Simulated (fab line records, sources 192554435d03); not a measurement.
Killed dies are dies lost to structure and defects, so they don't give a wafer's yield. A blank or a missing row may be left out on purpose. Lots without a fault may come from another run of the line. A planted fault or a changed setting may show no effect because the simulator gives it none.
Chamber matching | flow n5_finfet | N5_DUMMY_GATE_STRIP_41 on rie_diel-02: 4 sister chambers
The step strips in O2. 4 wafers are shown with their chamber, then 7 later ones without.

WAFERS WITH THEIR CHAMBER
wafer  | chamber | showerhead_plenum_p_Torr (Torr)
L083.1 | 3       | 2.07
L083.2 | 1       | 2.04
L085.1 | 0       | 2.09
L085.4 | 2       | 2.19

WAFERS WITHOUT THEIR CHAMBER
wafer  | showerhead_plenum_p_Torr (Torr)
L085.5 | 2.07
L093.4 | 2.08
L093.5 | 2.19
L093.6 | 2.03
L094.2 | 2.08
L094.3 | 2.19
L094.4 | 2.07

WHICH CHAMBER EACH WENT THROUGH
wafer  | from the rows above     | in truth
L085.5 | 3                       | 3
L093.4 | can't be placed: 0 or 3 | 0
L093.5 | 2                       | 2
L093.6 | 1                       | 1
L094.2 | can't be placed: 0 or 3 | 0
L094.3 | 2                       | 2
L094.4 | 3                       | 3
Placed correctly: 5 of 7. Can't be placed from these rows: 2 (the true chamber is among the candidates in 2). Placed wrongly: 0.
How it was worked out, from the rows above alone: a wafer's distance from a chamber is the root of the sum, over the readings, of the square of ((its reading less the chamber's mean) divided by the reading's scatter). The wafer belongs to the nearest chamber; if the next one is less than 2 further off, it can't be placed. A chamber's mean is the mean of its shown wafers. The scatter: with one shown wafer a chamber, the root of the mean of the squares of how far each hidden wafer lies from its nearest shown one.
